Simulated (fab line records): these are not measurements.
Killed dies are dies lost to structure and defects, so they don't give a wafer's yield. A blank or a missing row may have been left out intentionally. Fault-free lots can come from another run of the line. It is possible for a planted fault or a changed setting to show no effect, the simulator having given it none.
Split-lot study ; flow n5-finfet ; 21 wafers read from 7 lots, route of 1938 steps

THE SPLIT
At N5_FIN_CUT_COAT_02 (resist thk 30 nm), the setting spin-rpm was moved away from the recipe's 1500 rpm on 5 of the 21 wafers read, by -10.4% to +9.9%. For the rest of the wafers, this setting stayed at what the recipe calls for.

FROM THE SPLIT TO THE READING: what the file shows between them, 4 steps
- N5_FIN_CUT_EBR_04
- N5_FIN_CUT_SOFTBAKE_03: time 60 s
- N5_FIN_CUT_EXPOSE_05: exposes mask FIN CUT
- N5_FIN_CUT_PEB_06: peb time 60 s

THE READING
CAR-EUV_of_FIN_CUT_COAT_02.thk-nm (the simulator's own value, which no gauge read), in nm, at N5_FIN_CUT_DEVELOP_07 (develop time 30 s). The file does not state a usual value for it. The 16 wafers here that ran the recipe average 29.6 nm, standard deviation 0.11 nm.

wafer;tool, chamber at the split;spin-rpm as run, rpm;against the recipe;CAR-EUV_of_FIN_CUT_COAT_02.thk-nm, nm;against lot-mates on the recipe
L075.1;litho-track-04, 0;1500;recipe;29.6;-
L075.2;litho-track-04, 0;1500;recipe;29.8;-
L075.3;litho-track-04, 0;1500;recipe;29.8;-
L076.1;litho-track-03, 0;1344;-10.4%;31.2;+1.6
L076.6;litho-track-03, 0;1344;-10.4%;31.2;+1.6
L076.2;litho-track-03, 0;1500;recipe;29.6;-
L077.4;litho-track-04, 0;1649;+9.9%;28.2;-1.6
L077.5;litho-track-04, 0;1649;+9.9%;28.2;-1.6
L077.6;litho-track-04, 0;1500;recipe;29.8;-
L080.1;litho-track-04, 0;1500;recipe;29.6;-
L080.5;litho-track-04, 0;1500;recipe;29.6;-
L080.6;litho-track-04, 0;1500;recipe;29.6;-
L085.1;litho-track-04, 0;1500;recipe;29.6;-
L085.2;litho-track-04, 0;1500;recipe;29.6;-
L085.5;litho-track-04, 0;1500;recipe;29.6;-
L095.1;litho-track-03, 0;1500;recipe;29.6;-
L095.3;litho-track-03, 0;1500;recipe;29.6;-
L095.6;litho-track-03, 0;1500;recipe;29.4;-
L096.1;litho-track-01, 0;1500;recipe;29.4;-
L096.4;litho-track-01, 0;1572;+4.8%;28.8;-0.7
L096.6;litho-track-01, 0;1500;recipe;29.6;-

FIT RESULTS
A straight line over all 21 wafers: CAR-EUV_of_FIN_CUT_COAT_02.thk-nm changes by -0.149 nm for each +1% of spin-rpm; r = -0.99; the points scatter about the line by 0.11 nm.
The same after taking each lot's own level away (the mean of its wafers on the recipe; 21 wafers): -0.157 nm for each +1%; r = -1.00; scatter 0.065 nm.
That fit puts the effect of the largest move of spin-rpm on the reading at 1.6 nm.
The span of the lots' own levels, 29.50 to 29.80 nm, comes to 2.7 times the standard deviation stated above.
So the lot-to-lot level changes the slope little: the two slopes agree.
Check: for one of the wafers moved furthest among these (-10.4%), held out of the fit, the line's prediction against its lot-mates is +1.64 nm. Against them it came out at +1.6 nm.

THESE WAFERS: OTHER SPLITS
Other splits were also applied to these wafers ahead of the reading. Each is held against what the fit with the lots' levels taken away leaves over:
other split on the same wafers;wafers away from the commonest value;r with CAR-EUV_of_FIN_CUT_COAT_02.thk-nm (lot level and that fit taken away)
N5_PMOS_HMC_CHANNEL_EPI_PEB_07 peb-temp-c;3;-0.12

THE WHOLE CHAIN: every reading that the file lists as answering this split, in the file's order
step;what it does;reading;change (the file's fit);r (the file's)
N5_FIN_CUT_COAT_02;resist thk 30 nm;CAR-EUV_of_FIN_CUT_COAT_02.thk-nm (the simulator's own value, which no gauge read);-0.154 nm for each +1% of the setting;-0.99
N5_FIN_CUT_DEVELOP_07;develop time 30 s;CAR-EUV_of_FIN_CUT_COAT_02.thk-nm (the simulator's own value, which no gauge read);-0.156 nm for each +1% of the setting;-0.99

THE FILE'S OWN FIT
CAR-EUV_of_FIN_CUT_COAT_02.thk-nm changes by -0.156 nm for each +1% of spin-rpm, r = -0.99.
